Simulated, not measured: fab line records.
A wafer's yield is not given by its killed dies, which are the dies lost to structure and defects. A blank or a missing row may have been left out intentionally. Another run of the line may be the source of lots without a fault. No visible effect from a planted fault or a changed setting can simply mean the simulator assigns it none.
Chamber matching | flow n5Finfet | N5_STI_FIN_REVEAL_CMP_04 on cmp-03 has 4 sister chambers
The step polishes, stops on Si3N4, t overpolish 4 s, target thk 131.83 nm. 16 wafers are shown with their chamber, then 8 later ones without.

## WAFERS PAIRED WITH THEIR CHAMBERS
wafer  | chamber | timeToEndpointS (s) | motorCurrentA (A) | overpolishRunS (s)
L075.1 | 3       | 103                 | 9.1               | 4.007
L075.3 | 1       | 104                 | 8.1               | 4.004
L075.6 | 3       | 102                 | 8.5               | 3.987
L080.1 | 2       | 110                 | 7.9               | 3.998
L080.4 | 3       | 107                 | 8.9               | 4.002
L080.6 | 3       | 107                 | 9.0               | 4.015
L084.4 | 3       | 106                 | 8.4               | 4.009
L084.5 | 0       | 105                 | 8.4               | 3.999
L084.6 | 1       | 106                 | 8.8               | 3.988
L088.1 | 3       | 112                 | 8.3               | 4.006
L088.4 | 2       | 116                 | 7.9               | 3.998
L088.5 | 3       | 109                 | 8.9               | 4.012
L090.3 | 0       | 110                 | 8.2               | 4.000
L090.4 | 2       | 111                 | 7.7               | 3.991
L090.6 | 0       | 110                 | 7.8               | 4.012
L091.1 | 2       | 113                 | 8.1               | 3.998

SIGNATURES (averages over the wafers above)
reading         | chamber 0 | chamber 1 | chamber 2 | chamber 3 | scatter within a chamber
timeToEndpointS | 108.33    | 105.00    | 112.50    | 106.57    | 3.02
motorCurrentA   | 8.133     | 8.450     | 7.900     | 8.729     | 0.306
overpolishRunS  | 4.00367   | 3.99600   | 3.99625   | 4.00543   | 0.00802
Rule: a wafer lies at a distance from a chamber equal to the root of the sum of squares, over the readings, of (its reading less the chamber's mean, divided by the reading's scatter). The wafer belongs to the nearest chamber; if the next one is less than 2 further off, it can't be placed. The scatter is the square root of a quotient: the sum, over the shown wafers, of each reading's squared deviation from its chamber's mean, divided by wafers minus chambers.

## WAFERS WITH NO CHAMBER GIVEN
wafer  | timeToEndpointS (s) | motorCurrentA (A) | overpolishRunS (s)
L091.2 | 111                 | 8.5               | 3.990
L091.6 | 113                 | 8.2               | 3.992
L092.1 | 120                 | 8.1               | 3.992
L092.2 | 119                 | 8.6               | 3.987
L092.3 | 121                 | 8.1               | 4.003
L096.3 | 106                 | 8.0               | 4.005
L096.4 | 110                 | 8.3               | 4.008
L096.6 | 111                 | 8.1               | 4.008

## THE CHAMBER EACH PASSED THROUGH
wafer  | from the rows above               | in truth
L091.2 | can't be placed: 1 or 2 or 0 or 3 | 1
L091.6 | can't be placed: 2 or 0 or 1      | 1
L092.1 | can't be placed: 2 or 0           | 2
L092.2 | can't be placed: 2 or 0 or 3 or 1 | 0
L092.3 | can't be placed: 2 or 0           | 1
L096.3 | can't be placed: 0 or 1 or 3 or 2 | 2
L096.4 | can't be placed: 0 or 3 or 2 or 1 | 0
L096.6 | can't be placed: 0 or 2 or 3 or 1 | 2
Correctly placed: 0 of 8. Cannot be placed on the basis of these rows: 8; the candidates contain the true chamber in 7. Placed wrongly: 0.
